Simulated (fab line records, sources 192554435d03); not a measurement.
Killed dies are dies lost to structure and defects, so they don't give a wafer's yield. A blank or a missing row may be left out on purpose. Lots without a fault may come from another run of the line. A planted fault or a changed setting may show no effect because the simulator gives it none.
One fault seen from 2 desks | flow n5_finfet | each desk has only its own numbers; what lay behind them comes last

THE TOOL OWNER'S DESK: ald_sin-03
The tool's own readings at N5_FIN_SAQP_SPACER2_ALD_28 (deposits SiO2, target thk 8.1 nm, pulse time 1 s, purge time 2 s): means of the sampled wafers that have a number, for each lot that ran on this tool. A lot is out of limits, marked OUT, if its mean lies more than 4 standard deviations from the usual mean; the brackets give that distance.
Columns: A = heater_power_w at N5_FIN_SAQP_SPACER2_ALD_28, usual 469 W; B = precursor_pulse_height_rel at N5_FIN_SAQP_SPACER2_ALD_28, usual 1.001; C = susceptor_temp_C at N5_FIN_SAQP_SPACER2_ALD_28, usual 299.99 C
lot  | first seen here | A   | B     | C
L493 | day 2 06:40     | 463 | 1.008 | 299.79
L496 | day 3 00:54     | 457 | 1.012 | 300.04
L497 | day 3 09:40     | 432 | 1.002 | 285.67 (-84) OUT
L498 | day 3 17:47     | 432 | 1.006 | 285.64 (-84) OUT
L513 | day 7 06:56     | 488 | 1.014 | 299.85
This desk's finding: out of limits on L497, L498; first on L497, day 3 09:40 (susceptor_temp_C at N5_FIN_SAQP_SPACER2_ALD_28). In limits: L493, L496, L513.

THE METROLOGY DESK
What the gauges read, lot by lot, whatever tool the lot ran on: means of the sampled wafers that have a number. A lot is out of limits, marked OUT, if its mean lies more than 4 standard deviations from the usual mean; the brackets give that distance. Of its 12 readings 7 are shown: the one that was out of limits first, and those that lie furthest out on some lot.
Columns: A = DIBL_N at N5_BEOL_M4_RC_MEAS_101, usual 36.3 mV/V; B = IOFF_N at N5_BEOL_M4_RC_MEAS_101, usual 0.16 nA/um; C = IOFF_N_85C at N5_BEOL_M4_RC_MEAS_101, usual 3.2 nA/um; D = IOFF_N_LIN at N5_BEOL_M4_RC_MEAS_101, usual 0.075 nA/um; E = IOFF_P at N5_BEOL_M4_RC_MEAS_101, usual 0.22 nA/um; F = ION_N at N5_BEOL_M4_RC_MEAS_101, usual 677 uA/um; G = VT_N at N5_BEOL_M4_RC_MEAS_101, usual 249 mV
lot  | first seen here | A    | B               | C   | D                | E    | F   | G
L493 | day 8 17:48     | 36.2 | 0.15            | 3.0 | 0.071            | 0.19 | 672 | 251
L492 | day 8 19:02     | 35.3 | 0.15            | 2.9 | 0.069            | 0.22 | 673 | 250
L496 | day 9 15:04     | 37.2 | 0.17            | 3.4 | 0.081            | 0.24 | 689 | 248
L499 | day 10 01:01    | 36.5 | 0.20            | 3.8 | 0.095            | 0.30 | 695 | 244
L498 | day 10 13:41    | 41.1 | 0.29 (+4.2) OUT | 5.2 | 0.124 (+4.1) OUT | 0.33 | 705 | 240
L497 | day 10 15:43    | 40.9 | 0.28            | 5.0 | 0.119            | 0.32 | 714 | 240
L510 | day 12 17:35    | 35.5 | 0.16            | 3.1 | 0.074            | 0.21 | 677 | 248
L512 | day 13 12:35    | 34.4 | 0.14            | 2.8 | 0.067            | 0.21 | 672 | 251
L513 | day 13 19:41    | 32.8 | 0.11            | 2.2 | 0.053            | 0.16 | 654 | 255
This desk's finding: out of limits on L498; first on L498, day 10 13:41 (IOFF_N at N5_BEOL_M4_RC_MEAS_101). In limits: L493, L492, L496, L499, L497, L510, L512, L513.

PUT TOGETHER
The tool owner's desk could have raised an alarm at day 3 09:40, on L497, L498.
The metrology desk could have raised an alarm at day 10 13:41, on L498.
The metrology desk has L497 on record, within its limits.
Of the lots named, all ran N5_FIN_SAQP_SPACER2_ALD_28 on ald_sin-03.

WHAT THE SIMULATOR HAD PUT IN
Process parameter drift: ald_sin-03, from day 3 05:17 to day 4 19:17, at N5_FIN_SAQP_SPACER2_ALD_28. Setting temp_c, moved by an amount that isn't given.
Lots struck among those shown: L497, L498.
Hours from the fault's start to each desk's first reading out of limits: the tool owner's desk, 4; the metrology desk, 176.
